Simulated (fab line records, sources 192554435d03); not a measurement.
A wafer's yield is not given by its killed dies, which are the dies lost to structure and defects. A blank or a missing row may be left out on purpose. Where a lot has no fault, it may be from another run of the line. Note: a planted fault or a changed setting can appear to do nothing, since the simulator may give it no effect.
Matching of chambers    flow n5_finfet    rie_diel-02 running N5_BEOL_M0_SAQP_SPACER1_ETCHBACK_99: 4 sister chambers
The step etches SiO2 in CHF3/O2, target depth 15.4 nm, time 7.7 s. 8 wafers are shown with their chamber, then 11 later ones without.

== WAFERS, EACH WITH ITS CHAMBER ==
wafer   chamber  showerhead_plenum_p_Torr (Torr)  throttle_valve_pct (%)
L080.1  0        2.48                             18.91
L080.5  2        2.32                             18.95
L081.1  0        2.48                             18.90
L081.6  3        2.48                             18.88
L087.2  1        2.45                             18.56
L087.4  3        2.48                             18.89
L087.6  1        2.45                             18.54
L088.2  2        2.31                             19.00

== WAFERS MISSING THEIR CHAMBER ==
wafer   showerhead_plenum_p_Torr (Torr)  throttle_valve_pct (%)
L088.4  2.45                             18.55
L088.6  2.47                             18.92
L093.2  2.44                             18.56
L093.5  2.44                             18.56
L093.6  2.47                             18.93
L095.1  2.47                             18.94
L095.2  2.47                             18.91
L095.3  2.44                             18.58
L096.3  2.47                             18.96
L096.5  2.60                             18.66
L096.6  2.44                             18.59

== THE CHAMBER EACH PASSED THROUGH ==
wafer   from the rows above      in truth
L088.4  1                        1
L088.6  can't be placed: 0 or 3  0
L093.2  1                        1
L093.5  1                        1
L093.6  can't be placed: 0 or 3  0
L095.1  can't be placed: 0 or 3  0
L095.2  can't be placed: 0 or 3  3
L095.3  1                        1
L096.3  can't be placed: 0 or 3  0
L096.5  can't be placed: 3 or 0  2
L096.6  1                        1
5 of 11 placed correctly. Cannot be placed on the basis of these rows: 6; the candidates contain the true chamber in 5. Placed wrongly: 0.
How it was worked out, from the rows above alone: a wafer's distance from a chamber is the root of the sum, over the readings, of the square of ((its reading less the chamber's mean) divided by the reading's scatter). The wafer belongs to the nearest chamber; if the next one is less than 2 further off, it can't be placed. The mean given for a chamber averages the wafers shown for that chamber. How the scatter is found: for the shown wafers, subtract from each reading the mean of its chamber, square and add these, divide the total by (wafers less chambers), then take the root.
